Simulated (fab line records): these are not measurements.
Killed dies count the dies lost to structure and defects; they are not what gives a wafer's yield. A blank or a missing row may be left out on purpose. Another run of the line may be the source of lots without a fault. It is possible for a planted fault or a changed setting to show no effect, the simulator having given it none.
fab line records	flow n5Finfet	part 1 of 2: steps 1 to 23 of 37
record: lots: 5	wafers: 15	lastDay: 16
route steps=1938 shown BEOL_M5@1114
lots untouched by any fault: they come from a run of this same line in which no faults occurred
startH: start of the lot's first displayed wafer, in hours after the record's first day	waitH: how many hours have passed since the lot's step before this one	" as in the row above	L1.1+2: a row that stands for several wafers	- no value, or no start was given	* or withheld: withheld	< > ~ a bound
route shown NAME@n: NAME is a module with steps in the file, n the number in the route of the first one	usual: mean/standard deviation taken from wafers without a fault	same: alike in all rows	chamber/n: place in a boat	sites: the reading at each site	_std_site: standard deviation across them	_edge_site: inner sites' mean taken away from outer sites' mean	radiusMm: for every site, how far away it sits from the centre of the wafer	mask NAME#n: copy n	behind: the tool/chamber that last shaped the wafer	hold: why the lot was held/for how many hours/how that ended	device: the n, p or np transistor that did not switch	end of line: the route-end tests of the same wafers	where a step has no rows: the recipe by itself	killed: dies lost to structure and defects at the first sort, not the wafer's yield	map: per-die view of a wafer (x killed, . not killed, _ where there is no die)
set.NAME: the setting that was run; set.NAME@STEP: the one run at that earlier step	model.NAME: the simulator's own value behind a step, which no gauge read
lots at some steps of the route; a table a step, a row a wafer
services: the hour from which a tool's chamber was out of use, counted from the record's first day as startH (under 0 if before that day), plus the number of hours and why
== steps ==
step: N5_BEOL_M5_THK_MEAS_01
recipe: reads: SiCOH_lowk_of_BEOL_M5_ILD_DEP_00
usual: M5_ILD_THK: 120.6/1.5
lot.wafer	tool	chamber	startH	waitH	M5_ILD_THK[nm]
L074.1	filmMetro-02	-	169.51	0.4	118.8
L074.5	"	-	"	"	119.3
L074.6	"	-	"	"	120.0
L081.3	filmMetro-02	-	210.94	0.3	120.4
L081.4	"	-	"	"	123.0
L081.5	"	-	"	"	120.2
L082.1	filmMetro-01	-	213.82	0.4	120.0
L082.3	"	-	"	"	119.7
L082.6	"	-	"	"	121.7
L083.1	filmMetro-01	-	227.08	0.4	120.8
L083.2	"	-	"	"	120.3
L083.6	"	-	"	"	122.3
L089.1	filmMetro-02	-	261.73	0.4	121.1
L089.4	"	-	"	"	122.4
L089.5	"	-	"	"	122.5
step: N5_BEOL_M5_PECVD_70
recipe: material: SiO2	targetThkA: 160	tempC: 400	precursor: TEOS/O2	pressureTorr: 5.5	rfW: 450	teosFlowSccm: 53.8	gas: O2	flowSccm: 3000	timeS: 18
usual: heaterPowerW: 724/120	showerheadPlenumPTorr: 8.73/0.053	throttleValvePct: 22.1/1.4
lot.wafer	tool	chamber	startH	waitH	heaterPowerW	showerheadPlenumPTorr	throttleValvePct
L074.1	pecvd-04	1	169.55	0.0	821	8.73	21.5
L074.5	"	1	"	"	778	8.73	21.4
L074.6	"	0	"	"	786	8.83	22.7
L081.3	pecvd-01	1	210.98	0.0	512	8.69	22.2
L081.4	"	2	"	"	681	8.84	20.0
L081.5	"	1	"	"	513	8.67	22.0
L082.1	pecvd-04	2	213.86	0.0	887	8.68	21.8
L082.3	"	1	"	"	766	8.75	21.3
L082.6	"	1	"	"	778	8.74	21.5
L083.1	pecvd-01	1	227.12	0.0	549	8.67	22.1
L083.2	"	0	"	"	651	8.72	23.8
L083.6	"	0	"	"	651	8.71	23.6
L089.1	pecvd-03	2	261.77	0.0	643	8.69	19.6
L089.4	"	0	"	"	727	8.71	25.0
L089.5	"	2	"	"	647	8.69	19.4
step: N5_BEOL_M5_HM_DEP_02
recipe: material: TiN	targetThkA: 200	tempC: 25	chamberPressurePa: 0.49996
usual: substrateTempC: 25.00/0.1	throttleValvePct: 30.2/1.3
lot.wafer	tool	chamber	startH	waitH	substrateTempC	throttleValvePct
L074.1	pvdSputter-01	-	170.70	1.1	24.89	30.7
L074.5	"	-	"	"	25.12	30.5
L074.6	"	-	"	"	25.07	29.7
L081.3	pvdSputter-02	-	211.60	0.6	24.96	30.5
L081.4	"	-	"	"	25.02	33.1
L081.5	"	-	"	"	25.00	28.2
L082.1	pvdSputter-03	-	215.00	1.1	25.07	30.4
L082.3	"	-	"	"	25.05	29.0
L082.6	"	-	"	"	25.07	28.9
L083.1	pvdSputter-02	-	228.19	1.1	25.05	30.3
L083.2	"	-	"	"	24.93	27.9
L083.6	"	-	"	"	25.01	28.3
L089.1	pvdSputter-02	-	262.46	0.7	24.96	28.0
L089.4	"	-	"	"	25.10	33.0
L089.5	"	-	"	"	24.85	30.1
step: N5_BEOL_M5_COAT_59
recipe: resist: SOC	tempC: 250	timeS: 60	spinRpm: 1500	resistThkNm: 60
lot.wafer	tool	chamber	startH	waitH
L074.1+5+6	lithoTrack-01	0	170.82	0.1
L081.3+4+5	lithoTrack-05	0	211.72	0.1
L082.1+3+6	lithoTrack-01	0	215.13	0.1
L083.1+2+6	lithoTrack-05	0	228.32	0.1
L089.1+4+5	lithoTrack-01	0	262.59	0.1
step: N5_BEOL_M5_COAT_60
recipe: resist: SiARC	tempC: 220	timeS: 60	spinRpm: 1500	resistThkNm: 12
lot.wafer	tool	chamber	startH	waitH
L074.1+5+6	lithoTrack-01	0	-	-
L081.3+4+5	lithoTrack-05	0	-	-
L082.1+3+6	lithoTrack-01	0	-	-
L083.1+2+6	lithoTrack-05	0	-	-
L089.1+4+5	lithoTrack-01	0	-	-
step: N5_BEOL_M5_COAT_71
recipe: resist: underlayer	tempC: 205	timeS: 60	spinRpm: 1500	resistThkNm: 5
lot.wafer	tool	chamber	startH	waitH
L074.1+5+6	lithoTrack-01	0	-	-
L081.3+4+5	lithoTrack-05	0	-	-
L082.1+3+6	lithoTrack-01	0	-	-
L083.1+2+6	lithoTrack-05	0	-	-
L089.1+4+5	lithoTrack-01	0	-	-
step: N5_BEOL_M5_COAT_05
recipe: resist: CAR-EUV	spinRpm: 1500	resistThkNm: 30
lot.wafer	tool	chamber	startH	waitH
L074.1+5+6	lithoTrack-01	0	-	-
L081.3+4+5	lithoTrack-05	0	-	-
L082.1+3+6	lithoTrack-01	0	-	-
L083.1+2+6	lithoTrack-05	0	-	-
L089.1+4+5	lithoTrack-01	0	-	-
step: N5_BEOL_M5_EBR_07
recipe: solvent: PGMEA	ebrWidthMm: 1.5
lot.wafer	tool	chamber	startH	waitH
L074.1+5+6	lithoTrack-01	0	-	-
L081.3+4+5	lithoTrack-05	0	-	-
L082.1+3+6	lithoTrack-01	0	-	-
L083.1+2+6	lithoTrack-05	0	-	-
L089.1+4+5	lithoTrack-01	0	-	-
step: N5_BEOL_M5_SOFTBAKE_06
recipe: tempC: 110	timeS: 60	resist: CAR-EUV
lot.wafer	tool	chamber	startH	waitH
L074.1+5+6	lithoTrack-01	0	-	-
L081.3+4+5	lithoTrack-05	0	-	-
L082.1+3+6	lithoTrack-01	0	-	-
L083.1+2+6	lithoTrack-05	0	-	-
L089.1+4+5	lithoTrack-01	0	-	-
step: N5_BEOL_M5_EXPOSE_08
recipe: maskId: M5	na: 0.33	sourceShape: annular	sigmaInner: 0.4	sigmaOuter: 0.8	polarization: unpolarized	targetCdNm: 28	doseMj: 35.75
lot.wafer	tool	chamber	startH	waitH	mask
L074.1+5+6	euvScanner-01	0	171.08	-	M5#0
L081.3+4+5	euvScanner-01	0	212.00	-	M5#0
L082.1+3+6	euvScanner-02	0	215.39	-	M5#0
L083.1+2+6	euvScanner-01	0	228.58	-	M5#0
L089.1+4+5	euvScanner-02	0	262.72	-	M5#0
step: N5_BEOL_M5_PEB_09
recipe: pebTempC: 100	pebTimeS: 60	resist: CAR-EUV
same: pebTimeS: 60
lot.wafer	tool	chamber	startH	waitH
L074.1+5+6	lithoTrack-05	0	171.14	0.1
L081.3+4+5	lithoTrack-01	0	212.05	0.0
L082.1+3+6	lithoTrack-04	0	215.45	0.1
L083.1+2+6	lithoTrack-05	0	228.64	0.1
L089.1+4+5	lithoTrack-04	0	262.78	0.1
step: N5_BEOL_M5_DEVELOP_10
recipe: developTimeS: 30	developer: TMAH	resist: CAR-EUV	rinseLiquid: surfactantRinse	dry: airSpin	devTempC: 23
lot.wafer	tool	chamber	startH	waitH
L074.1+5+6	lithoTrack-05	0	-	-
L081.3+4+5	lithoTrack-01	0	-	-
L082.1+3+6	lithoTrack-04	0	-	-
L083.1+2+6	lithoTrack-05	0	-	-
L089.1+4+5	lithoTrack-04	0	-	-
step: N5_BEOL_M5_CD_MEAS_11
recipe: targetCdNm: 27.74	landingEnergyEv: 500	detector: seInlens
usual: cdNm: 28.01/0.22
lot.wafer	tool	chamber	startH	waitH	cdNm
L074.1	cdSem-01	0	171.21	-	28.15
L074.5	"	0	"	"	28.16
L074.6	"	0	"	"	27.98
L081.3	cdSem-02	0	212.11	-	28.32
L081.4	"	0	"	"	28.22
L081.5	"	0	"	"	28.20
L082.1	cdSem-01	0	215.52	-	28.08
L082.3	"	0	"	"	28.08
L082.6	"	0	"	"	28.05
L083.1	cdSem-01	0	228.71	-	27.57
L083.2	"	0	"	"	27.62
L083.6	"	0	"	"	28.00
L089.1	cdSem-02	0	262.85	-	27.53
L089.4	"	0	"	"	27.89
L089.5	"	0	"	"	28.03
step: N5_BEOL_M5_OVL_MEAS_12
recipe: pointsPerWafer: 522
usual: M5_OVL: -0.1/0.72
same: pointsPerWafer: 522
lot.wafer	tool	chamber	startH	waitH	M5_OVL[nm]
L074.1	overlay-01	0	171.24	0.0	0.2
L074.5	"	0	"	"	0.1
L074.6	"	0	"	"	-0.8
L081.3	overlay-02	0	212.15	0.0	0.6
L081.4	"	0	"	"	1.7
L081.5	"	0	"	"	-0.1
L082.1	overlay-02	0	215.55	0.0	0.3
L082.3	"	0	"	"	0.2
L082.6	"	0	"	"	0.9
L083.1	overlay-02	0	228.74	0.0	0.0
L083.2	"	0	"	"	-1.2
L083.6	"	0	"	"	-0.2
L089.1	overlay-02	0	262.88	0.0	0.3
L089.4	"	0	"	"	0.0
L089.5	"	0	"	"	0.4
step: N5_BEOL_M5_INSPECT_13
recipe: mode: adi	inspectInstrument: brightfield
usual: rawDefectCount: 408/90
lot.wafer	tool	chamber	startH	waitH	rawDefectCount
L074.1	defectInspect-01	-	171.31	0.1	523
L074.5	"	-	"	"	434
L074.6	"	-	"	"	547
L081.3	defectInspect-01	-	212.20	0.0	389
L081.4	"	-	"	"	390
L081.5	"	-	"	"	395
L082.1	defectInspect-01	-	215.61	0.1	368
L082.3	"	-	"	"	430
L082.6	"	-	"	"	492
L083.1	defectInspect-01	-	228.80	0.1	351
L083.2	"	-	"	"	565
L083.6	"	-	"	"	260
L089.1	defectInspect-02	-	262.95	0.1	644
L089.4	"	-	"	"	468
L089.5	"	-	"	"	709
step: N5_BEOL_M5_DESCUM_16
recipe: chemistry: O2	timeS: 7	sourcePowerW: 50	biasPowerW: 20	pressureMtorr: 20	rfFrequencyHz: 2.712e+07	tempC: 40	resist: CAR-EUV	o2FlowSccm: 225
usual: drypumpMotorCurrentA: 5.9/0.32	o2FlowSccm: 225.0/0.63	oesProductAu: 0.79/0.086	rfVppV: 243.4/1	showerheadPlenumPTorr: 2.10/0.044	throttleValvePct: 20.43/0.22
lot.wafer	tool	chamber	startH	waitH	drypumpMotorCurrentA	o2FlowSccm	oesProductAu	rfHoursCounterH	rfVppV	showerheadPlenumPTorr	throttleValvePct
L074.1	rieDiel-01	1	171.34	0.0	5.9	224.8	0.69	227	242.5	2.06	20.36
L074.5	"	1	"	"	5.9	224.2	0.68	-	241.6	2.06	20.38
L074.6	"	0	"	"	6.3	225.0	0.66	-	243.1	2.15	20.33
L081.3	rieDiel-01	3	212.23	0.0	5.8	225.4	0.79	124	243.0	2.01	20.68
L081.4	"	1	"	"	5.9	224.5	0.68	-	242.1	2.05	20.39
L081.5	"	3	"	"	5.8	224.7	0.79	-	242.4	2.01	20.66
L082.1	rieDiel-05	0	215.64	0.0	6.1	225.6	0.86	52	243.3	2.13	20.59
L082.3	"	3	"	"	6.0	226.3	0.70	231	243.7	2.16	20.45
L082.6	"	3	"	"	6.0	226.3	0.69	-	244.0	2.16	20.46
L083.1	rieDiel-01	3	228.83	0.0	5.8	225.5	0.77	130	242.5	2.01	20.68
L083.2	"	2	"	"	5.5	224.4	0.67	230	243.8	2.16	20.77
L083.6	"	1	"	"	6.0	224.9	0.68	-	243.6	2.05	20.40
L089.1	rieDiel-02	2	263.14	0.2	6.3	224.7	0.89	33	243.7	2.13	20.48
L089.4	"	1	"	"	6.4	225.2	0.72	200	244.1	2.07	20.69
L089.5	"	3	"	"	5.7	224.6	0.72	-	243.4	2.09	20.22
step: N5_BEOL_M5_ETCH_72
recipe: chemistry: N2/H2	target: underlayer	targetDepthA: 65	maskMaterial: CAR-EUV	timeS: 5.2	ionEnergyEv: 200	pressureMtorr: 30	sourceW: 840	biasW: 150	n2FlowSccm: 200	h2FlowSccm: 200	ends: cleared
usual: drypumpMotorCurrentA: 5.9/0.32	etchRfOnTimeS: 5.16/0.092	oesProductAu: 0.67/0.075	rfVppV: 524.3/1.9	showerheadPlenumPTorr: 2.56/0.049	throttleValvePct: 17.85/0.25
lot.wafer	tool	chamber	startH	waitH	drypumpMotorCurrentA	etchRfOnTimeS	oesProductAu	rfHoursCounterH	rfVppV	showerheadPlenumPTorr	throttleValvePct
L074.1	rieDiel-01	1	171.38	0.0	5.9	5.22	0.59	227	522.3	2.51	17.81
L074.5	"	1	"	"	5.9	5.22	0.59	-	523.3	2.51	17.85
L074.6	"	0	"	"	6.3	5.24	0.57	-	524.1	2.60	17.73
L081.3	rieDiel-01	3	212.27	0.0	5.8	5.21	0.67	124	522.3	2.45	18.13
L081.4	"	1	"	"	5.9	5.27	0.58	-	523.1	2.51	17.85
L081.5	"	3	"	"	5.8	5.18	0.67	-	522.1	2.45	18.15
L082.1	rieDiel-05	0	215.67	0.0	6.1	5.06	0.74	52	524.4	2.59	17.98
L082.3	"	3	"	"	6.0	5.23	0.60	231	527.4	2.63	17.95
L082.6	"	3	"	"	6.0	5.25	0.59	-	525.8	2.62	17.94
L083.1	rieDiel-01	3	228.87	0.0	5.8	5.15	0.67	130	520.5	2.45	18.12
L083.2	"	2	"	"	5.5	5.23	0.57	230	525.5	2.62	18.22
L083.6	"	1	"	"	5.9	5.35	0.57	-	522.8	2.50	17.86
L089.1	rieDiel-02	2	263.17	0.0	6.3	5.05	0.78	33	524.6	2.58	17.77
L089.4	"	1	"	"	6.4	5.14	0.61	200	522.4	2.52	18.23
L089.5	"	3	"	"	5.7	5.24	0.62	-	523.5	2.54	17.70
step: N5_BEOL_M5_ETCH_61
recipe: chemistry: CF4	target: SiARC	targetDepthA: 156	maskMaterial: CAR-EUV	timeS: 26	ionEnergyEv: 80	pressureMtorr: 40	sourceW: 545	biasW: 36	Ar_flow_sccm: 100	cf4FlowSccm: 100	ends: cleared
usual: drypumpMotorCurrentA: 5.9/0.32	etchRfOnTimeS: 25.8/0.51	oesProductAu: 0.67/0.075	rfVppV: 184.2/1	showerheadPlenumPTorr: 2.15/0.039	throttleValvePct: 15.62/0.22
lot.wafer	tool	chamber	startH	waitH	drypumpMotorCurrentA	etchRfOnTimeS	oesProductAu	rfHoursCounterH	rfVppV	showerheadPlenumPTorr	throttleValvePct
L074.1	rieDiel-01	1	171.39	0.0	5.9	26.4	0.58	227	183.7	2.12	15.72
L074.5	"	1	"	"	5.9	26.5	0.58	-	184.3	2.12	15.73
L074.6	"	0	"	"	6.3	27.1	0.56	-	184.3	2.20	15.59
L081.3	rieDiel-01	3	212.29	0.0	5.8	26.1	0.67	124	182.9	2.07	15.84
L081.4	"	1	"	"	5.9	26.4	0.58	-	185.2	2.11	15.73
L081.5	"	3	"	"	5.8	26.1	0.67	-	182.5	2.07	15.86
L082.1	rieDiel-05	0	215.69	0.0	6.1	25.1	0.74	52	184.4	2.18	15.68
L082.3	"	3	"	"	6.0	26.5	0.59	231	183.0	2.19	15.63
L082.6	"	3	"	"	6.0	26.2	0.59	-	183.3	2.20	15.65
L083.1	rieDiel-01	3	228.88	0.0	5.8	26.0	0.67	130	183.2	2.07	15.87
L083.2	"	2	"	"	5.5	26.2	0.57	230	184.9	2.20	15.99
L083.6	"	1	"	"	5.9	26.6	0.57	-	182.9	2.11	15.76
L089.1	rieDiel-02	2	263.19	0.0	6.3	24.9	0.78	33	185.7	2.18	15.61
L089.4	"	1	"	"	6.4	25.3	0.62	200	184.6	2.13	15.93
L089.5	"	3	"	"	5.7	26.1	0.61	-	186.0	2.14	15.49
step: N5_BEOL_M5_ETCH_62
recipe: chemistry: N2/H2	target: SOC	targetDepthA: 750	overetchA: 150	maskMaterial: SiARC	tempC: 40	timeS: 112.5	ionEnergyEv: 200	pressureMtorr: 30	sourceW: 840	biasW: 150	n2FlowSccm: 200	h2FlowSccm: 200
usual: drypumpMotorCurrentA: 5.9/0.32	oesProductAu: 0.62/0.065	rfVppV: 524.5/1.6	showerheadPlenumPTorr: 2.56/0.049	throttleValvePct: 17.82/0.25
lot.wafer	tool	chamber	startH	waitH	drypumpMotorCurrentA	oesProductAu	rfHoursCounterH	rfVppV	showerheadPlenumPTorr	throttleValvePct
L074.1	rieDiel-01	1	171.42	0.0	5.9	0.55	227	523.5	2.51	17.81
L074.5	"	1	"	"	5.9	0.54	-	524.1	2.51	17.81
L074.6	"	0	"	"	6.3	0.54	-	525.1	2.60	17.71
L081.3	rieDiel-01	3	212.31	0.0	5.8	0.62	124	521.0	2.45	18.08
L081.4	"	1	"	"	5.9	0.53	-	523.6	2.51	17.83
L081.5	"	3	"	"	5.8	0.62	-	521.9	2.45	18.10
L082.1	rieDiel-05	0	215.72	0.0	6.1	0.68	52	523.7	2.58	17.92
L082.3	"	3	"	"	6.0	0.55	231	526.1	2.63	17.89
L082.6	"	3	"	"	6.0	0.55	-	526.1	2.63	17.91
L083.1	rieDiel-01	3	228.91	0.0	5.8	0.62	130	521.9	2.45	18.08
L083.2	"	2	"	"	5.5	0.53	230	525.7	2.62	18.20
L083.6	"	1	"	"	5.9	0.54	-	522.5	2.50	17.83
L089.1	rieDiel-02	2	263.22	0.0	6.3	0.70	33	525.7	2.59	17.72
L089.4	"	1	"	"	6.4	0.56	200	524.4	2.52	18.21
L089.5	"	3	"	"	5.7	0.58	-	523.8	2.53	17.67
step: N5_BEOL_M5_STRIP_63
recipe: chemistry: N2/H2	tempC: 40	n2FlowSccm: 200	h2FlowSccm: 200	rfFrequencyHz: 6e+07
lot.wafer	tool	chamber	startH	waitH
L074.1+5+6	rieDiel-01	1,1,0	171.53	0.1
L081.3+4+5	rieDiel-01	3,1,3	212.42	0.1
L082.1+3+6	rieDiel-05	0,3,3	215.83	0.1
L083.1+2+6	rieDiel-01	3,2,1	229.02	0.1
L089.1+4+5	rieDiel-02	2,1,3	263.32	0.1
step: N5_BEOL_M5_STRIP_73
recipe: chemistry: N2/H2	tempC: 40	n2FlowSccm: 200	h2FlowSccm: 200	rfFrequencyHz: 6e+07
lot.wafer	tool	chamber	startH	waitH
L074.1+5+6	rieDiel-01	1,1,0	171.54	0.0
L081.3+4+5	rieDiel-01	3,1,3	212.43	0.0
L082.1+3+6	rieDiel-05	0,3,3	215.84	0.0
L083.1+2+6	rieDiel-01	3,2,1	229.03	0.0
L089.1+4+5	rieDiel-02	2,1,3	263.33	0.0
step: N5_BEOL_M5_STRIP_64
recipe: chemistry: CF4	resist: SiARC	powerW: 300	biasPowerW: 75	pressureMtorr: 50	cf4FlowSccm: 150	rfFrequencyHz: 6e+07
usual: drypumpMotorCurrentA: 5.9/0.32	oesProductAu: 0.77/0.08	rfVppV: 271.3/1.2	showerheadPlenumPTorr: 1.80/0.031	throttleValvePct: 13.60/0.23
lot.wafer	tool	chamber	startH	waitH	drypumpMotorCurrentA	oesProductAu	rfHoursCounterH	rfVppV	showerheadPlenumPTorr	throttleValvePct
L074.1	rieDiel-01	1	171.55	0.0	5.9	0.68	227	271.0	1.78	13.73
L074.5	"	1	"	"	5.9	0.69	-	270.7	1.78	13.72
L074.6	"	0	"	"	6.3	0.68	-	271.7	1.84	13.62
L081.3	rieDiel-01	3	212.44	0.0	5.8	0.78	124	269.1	1.74	13.84
L081.4	"	1	"	"	5.9	0.68	-	270.5	1.77	13.77
L081.5	"	3	"	"	5.8	0.78	-	270.9	1.74	13.83
L082.1	rieDiel-05	0	215.85	0.0	6.1	0.84	53	271.7	1.82	13.61
L082.3	"	3	"	"	6.0	0.69	231	272.3	1.83	13.63
L082.6	"	3	"	"	6.0	0.69	-	271.6	1.83	13.64
L083.1	rieDiel-01	3	229.04	0.0	5.8	0.77	130	267.6	1.74	13.84
L083.2	"	2	"	"	5.5	0.67	230	272.0	1.85	13.99
L083.6	"	1	"	"	5.9	0.67	-	271.6	1.77	13.77
L089.1	rieDiel-02	2	263.34	0.0	6.3	0.88	33	271.9	1.82	13.52
L089.4	"	1	"	"	6.4	0.71	200	270.8	1.79	13.90
L089.5	"	3	"	"	5.7	0.72	-	270.4	1.80	13.48
step: N5_BEOL_M5_HM_OPEN_17
recipe: chemistry: Cl2/BCl3	targetDepthA: 200	overetchA: 60	target: TiN	maskMaterial: SOC	ionEnergyEv: 150	pressureMtorr: 10	icpW: 1000	biasW: 126	Cl2_flow_sccm: 53.25	bcl3FlowSccm: 21.75	Ar_flow_sccm: 25
usual: drypumpMotorCurrentA: 5.7/0.54	oes_ar_750_au: 0.81/0.11	oesProductAu: 0.69/0.095	throttleValvePct: 21.98/0.17
lot.wafer	tool	chamber	startH	waitH	drypumpMotorCurrentA	oes_ar_750_au	oesProductAu	rfHoursCounterH	throttleValvePct
L074.1	rieMetal-01	1	171.59	0.0	5.2	0.81	0.69	32	21.80
L074.5	"	0	"	"	6.5	0.64	0.55	-	22.09
L074.6	"	1	"	"	5.2	0.80	0.69	-	21.80
L081.3	rieMetal-03	1	212.51	0.1	6.1	0.95	0.83	-	22.17
L081.4	"	0	"	"	5.5	0.60	0.52	-	22.05
L081.5	"	1	"	"	6.1	0.94	0.82	-	22.18
L082.1	rieMetal-03	1	215.89	0.0	6.2	0.93	0.82	2	22.17
L082.3	"	0	"	"	5.5	0.60	0.51	-	22.05
L082.6	"	0	"	"	5.5	0.60	0.51	-	22.05
L083.1	rieMetal-01	0	229.08	0.0	6.5	0.63	0.54	102	22.10
L083.2	"	1	"	"	5.2	0.79	0.67	38	21.81
L083.6	"	0	"	"	6.5	0.63	0.55	-	22.13
L089.1	rieMetal-02	1	263.39	0.0	6.0	0.88	0.76	11	21.96
L089.4	"	1	"	"	6.0	0.88	0.76	-	21.95
L089.5	"	1	"	"	6.0	0.88	0.75	-	21.96
